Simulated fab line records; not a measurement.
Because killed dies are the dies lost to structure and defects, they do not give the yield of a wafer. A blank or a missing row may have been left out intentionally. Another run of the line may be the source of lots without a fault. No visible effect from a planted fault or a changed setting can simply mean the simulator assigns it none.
Chamber matching || flow n5 finfet || N5_GATE_CUT_HM_DEP_46 on pecvd-01: 3 sister chambers
The step deposits SiO2 from TEOS/O2, target thk 130 nm, time 26.6 s. 3 wafers are shown with their chamber, then 7 later ones without.

## EACH WAFER AND ITS CHAMBER
{"wafer": "L353.1", "chamber": 2, "throttle valve pct (%)": 17.0}
{"wafer": "L353.4", "chamber": 1, "throttle valve pct (%)": 18.9}
{"wafer": "L356.2", "chamber": 0, "throttle valve pct (%)": 17.8}

## WAFERS WITHOUT THEIR CHAMBER
{"wafer": "L356.6", "throttle valve pct (%)": 18.1}
{"wafer": "L362.1", "throttle valve pct (%)": 17.0}
{"wafer": "L362.4", "throttle valve pct (%)": 17.0}
{"wafer": "L362.5", "throttle valve pct (%)": 17.9}
{"wafer": "L363.1", "throttle valve pct (%)": 17.3}
{"wafer": "L363.4", "throttle valve pct (%)": 17.2}
{"wafer": "L363.6", "throttle valve pct (%)": 16.7}

## CHAMBER TAKEN BY EACH
{"wafer": "L356.6", "from the rows above": 0, "in truth": 0}
{"wafer": "L362.1", "from the rows above": 2, "in truth": 2}
{"wafer": "L362.4", "from the rows above": 2, "in truth": 2}
{"wafer": "L362.5", "from the rows above": 0, "in truth": 0}
{"wafer": "L363.1", "from the rows above": "can't be placed: 2 or 0", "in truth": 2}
{"wafer": "L363.4", "from the rows above": "can't be placed: 2 or 0", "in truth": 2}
{"wafer": "L363.6", "from the rows above": 2, "in truth": 2}
Correct placement for 5 of the 7. Can't be placed from these rows: 2 (the true chamber is among the candidates in 2). 0 placed wrongly.
How it was worked out, from the rows above alone: a wafer's distance from a chamber is the root of the sum, over the readings, of the square of ((its reading less the chamber's mean) divided by the reading's scatter). The wafer belongs to the nearest chamber; if the next one is less than 2 further off, it can't be placed. The mean given for a chamber averages the wafers shown for that chamber. The scatter: with one shown wafer a chamber, the root of the mean of the squares of how far each hidden wafer lies from its nearest shown one.
